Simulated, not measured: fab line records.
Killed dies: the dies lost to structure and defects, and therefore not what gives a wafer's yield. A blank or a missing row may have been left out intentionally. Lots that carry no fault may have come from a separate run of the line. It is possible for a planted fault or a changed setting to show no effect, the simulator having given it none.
3 desks looking at one fault + flow n5_finfet + what lay behind the numbers comes last; until then each desk has only its own

## THE TOOL OWNER'S DESK: litho_track-04
The tool's own readings at N5_BEOL_M8_COAT_22 (resist thk 30 nm): means of the sampled wafers that have a number, for each lot that ran on this tool. Marked OUT: a lot whose mean sits more than 4 standard deviations from the usual mean, which makes it out of limits; the brackets give that distance.
Columns: A = spin_speed_rpm at N5_BEOL_M8_COAT_22, usual 1500.0 rpm
| lot  | first seen here | A                |
|------|-----------------|------------------|
| L261 | day 10 11:05    | 1501.1           |
| L270 | day 12 07:02    | 1412.5 (-73) OUT |
| L272 | day 12 14:37    | 1409.3 (-76) OUT |
This desk's verdict: out of limits on L270, L272, starting with L270 at day 12 07:02 (spin_speed_rpm at N5_BEOL_M8_COAT_22). Within limits: L261.

## THE DEFECT DESK
Counts from the inspections along the route, per lot, as means over the sampled wafers that have a number. Marked OUT: a lot whose mean sits more than 4 standard deviations from the usual mean, which makes it out of limits; the brackets give that distance.
Columns: A = raw_defect_count at N5_BEOL_M8_INSPECT_13, usual 400; B = raw_defect_count at N5_BEOL_M8_INSPECT_30, usual 403
| lot  | first seen here | A   | B   |
|------|-----------------|-----|-----|
| L258 | day 9 17:22     | 420 | 408 |
| L261 | day 10 10:26    | 529 | 587 |
| L270 | day 12 06:27    | 421 | 399 |
| L272 | day 12 12:11    | 340 | 311 |
| L275 | day 13 16:33    | 465 | 432 |
| L274 | day 13 21:23    | 481 | 487 |
This desk found nothing out of limits on any of the 6 lots.

## THE METROLOGY DESK
Means of the sampled wafers that have a number, per lot and without regard to the tool the lot ran on: this is what the gauges read. Marked OUT: a lot whose mean sits more than 4 standard deviations from the usual mean, which makes it out of limits; the brackets give that distance.
Columns: A = cd_nm at N5_BEOL_M8_CD_MEAS_18, usual 40.7 nm; B = cd_nm at N5_BEOL_M8_CD_MEAS_28, usual 39.91 nm; C = V7_OVL at N5_BEOL_M8_OVL_MEAS_29, usual -0.1 nm
| lot  | first seen here | A    | B     | C    |
|------|-----------------|------|-------|------|
| L258 | day 9 17:51     | 40.0 | 39.96 | 0.8  |
| L261 | day 10 11:02    | 40.5 | 39.89 | -0.4 |
| L270 | day 12 06:59    | 41.1 | 39.66 | 0.2  |
| L272 | day 12 13:20    | 40.5 | 39.99 | 0.0  |
| L275 | day 13 17:08    | 40.6 | 39.59 | -0.0 |
| L274 | day 13 22:30    | 40.9 | 39.73 | 0.2  |
This desk found nothing out of limits on any of the 6 lots.

## ALL TOGETHER
The tool owner's desk had the chance to raise an alarm at day 12 07:02 on L270, L272.
Nothing the defect desk looked at was out of limits.
Nothing out of limits was seen by the metrology desk.
The defect desk has L270, L272 on record, within its limits.
The metrology desk has L270, L272 on record, within its limits.
N5_BEOL_M8_COAT_22 was run on litho_track-04 by each of the lots named.

## WHAT THE SIMULATOR HAD PUT IN
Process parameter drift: litho_track-04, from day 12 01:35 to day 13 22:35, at N5_BEOL_M8_COAT_22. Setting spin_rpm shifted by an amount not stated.
Shown lots that were struck: L270, L272.
Hours from the fault's start to each desk's first reading out of limits: the tool owner's desk, 5.
